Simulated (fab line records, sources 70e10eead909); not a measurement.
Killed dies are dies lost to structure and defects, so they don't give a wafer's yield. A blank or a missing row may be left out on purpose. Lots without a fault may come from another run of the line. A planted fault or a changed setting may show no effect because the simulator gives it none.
A struck lot beside a sound one | flow nand_harc | 15 steps out of a route of 1302
Sound: wafers L750.1, L750.4, L750.5. Struck: wafer L761.1. (L761.2, L761.3 of the same lot were not struck and are left out.) The cause comes at the end.
At each step with rows: each side's tool, then ch and its chambers, then its first start. Under that, the readings that differ: sound wafers | struck wafers | difference of the means | sigmas: that difference in standard deviations of wafers without a fault.
alike: readings whose means differ by less than 2 such deviations, and words and numbers that are the same on both sides. not compared: withheld readings, readings that some wafer has no value for, bounds like >300 that may hide the same value, and numbers for which the record gives no deviation and whose values overlap.
The two part at a step that has a row with sigmas, a row that says differs or no value, or rows on one side only. Numbers that don't overlap but have no deviation are shown without sigmas and don't part them. A reading that every wafer of one side lacks parts them only if that side has two wafers or more.

first, 5 steps without rows for these wafers: NHARC_A_CONTACT_SOFTBAKE_03 (time 55 s); NHARC_A_CONTACT_EBR_04; NHARC_A_CONTACT_EXPOSE_05 (exposes mask A CC); NHARC_A_CONTACT_PEB_06 (peb time 65 s); NHARC_A_CONTACT_DEVELOP_07 (develop time 35 s).
NHARC_A_CONTACT_CD_MEAS_08: target cd 200 nm.
  sound on cd_sem-03 ch 0, day 25 15:19; struck on cd_sem-02 ch 0, day 29 23:01
  alike: cd_nm
NHARC_A_CONTACT_OVL_MEAS_09:
  sound on overlay-01, day 25 15:24; struck on overlay-02, day 29 23:06
  alike: overlay_x_nm, overlay_y_nm
NHARC_A_CONTACT_INSPECT_10:
  sound on defect_inspect-01, day 25 15:26; struck on defect_inspect-01, day 29 23:08
  alike: raw_defect_count
NHARC_A_CONTACT_DESCUM_13: chemistry O2, time 3 s.
  sound on rie_diel-06 ch 1,2,3, day 25 15:30; struck on rie_diel-02 ch 2, day 29 23:12
  alike: drypump_motor_current_A, o2_flow_sccm, oes_product_au, rf_vpp_V, showerhead_plenum_p_Torr, throttle_valve_pct
  not compared: rf_hours_counter_h
NHARC_A_CONTACT_ETCH_88: etches the open film in CF4, target depth 39 nm, time 65 s.
  sound on rie_diel-06 ch 1,2,3, day 25 15:36; struck on rie_diel-02 ch 0, day 29 23:17
  alike: drypump_motor_current_A, oes_product_au, rf_vpp_V, showerhead_plenum_p_Torr, throttle_valve_pct
  not compared: rf_hours_counter_h
NHARC_A_CONTACT_ETCH_89: etches the open film in N2/H2, target depth 260 nm, time 475.3 s.
  sound on rie_diel-06 ch 1,2; struck on rie_diel-02 ch 0
  alike: drypump_motor_current_A, oes_product_au, rf_vpp_V, showerhead_plenum_p_Torr, throttle_valve_pct
  not compared: rf_hours_counter_h
NHARC_A_CONTACT_ETCH_30: etches the open film in CF4/CHF3, target depth 72.6 nm, time 36.3 s.
  sound on rie_diel-06 ch 0,1,2; struck on rie_diel-02 ch 1
  alike: chf3_flow_sccm, drypump_motor_current_A, oes_product_au, rf_vpp_V, showerhead_plenum_p_Torr, throttle_valve_pct
  not compared: rf_hours_counter_h
NHARC_A_CONTACT_ETCH_31: etches the open film in O2/COS, target depth 2800 nm, time 728 s.
  sound on rie_diel-06 ch 0,1,3, day 25 16:10; struck on rie_diel-02 ch 0, day 29 23:51
  reading                | sound                | struck | difference | sigmas
  oes_product_au (a.u.)  | 1.004 0.995 1.008    | 0.858  | -0.144     | -13
  throttle_valve_pct (%) | 28.338 28.339 28.355 | 28.322 | -0.022     | -2
  alike: drypump_motor_current_A, o2_flow_sccm, rf_vpp_V, showerhead_plenum_p_Torr
  not compared: rf_hours_counter_h
NHARC_A_CONTACT_ETCH_134: etches the open film in C4F8/O2/Ar, time 140 s, target depth 700 nm.
  sound on har_cap_etch-02 ch 1, day 25 16:43; struck on har_cap_etch-03 ch 0, day 30 00:19
  not compared: rf_hours_counter_h
-- the record jumps here: 2 days lie between the struck wafers' starts before and after (it left off in module A_CONTACT and takes up again in module END, whose first step shown is number 1302 of the route) --
NHARC_END_SORT_01:
  sound on prober-02 ch 0, day 27 21:33; struck on prober-02 ch 0, day 32 02:01
  reading             | sound    | struck | difference | sigmas
  killed_at_array     | 90 81 85 | 302    | +217       | +11
  killed_at_periphery | 1 1 2    | 13     | +12        | +4
  killed_dies         | 92 82 88 | 315    | +228       | +11
  alike: killed_at_other, killed_open, killed_short

WHERE THEY PART
First at NHARC_A_CONTACT_ETCH_31; last, within this record, at NHARC_END_SORT_01.

WHY: what the simulator had put in
Process parameter drift: rie_diel-02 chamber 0, from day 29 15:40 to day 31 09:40, at NHARC_A_CONTACT_ETCH_31. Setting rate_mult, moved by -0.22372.
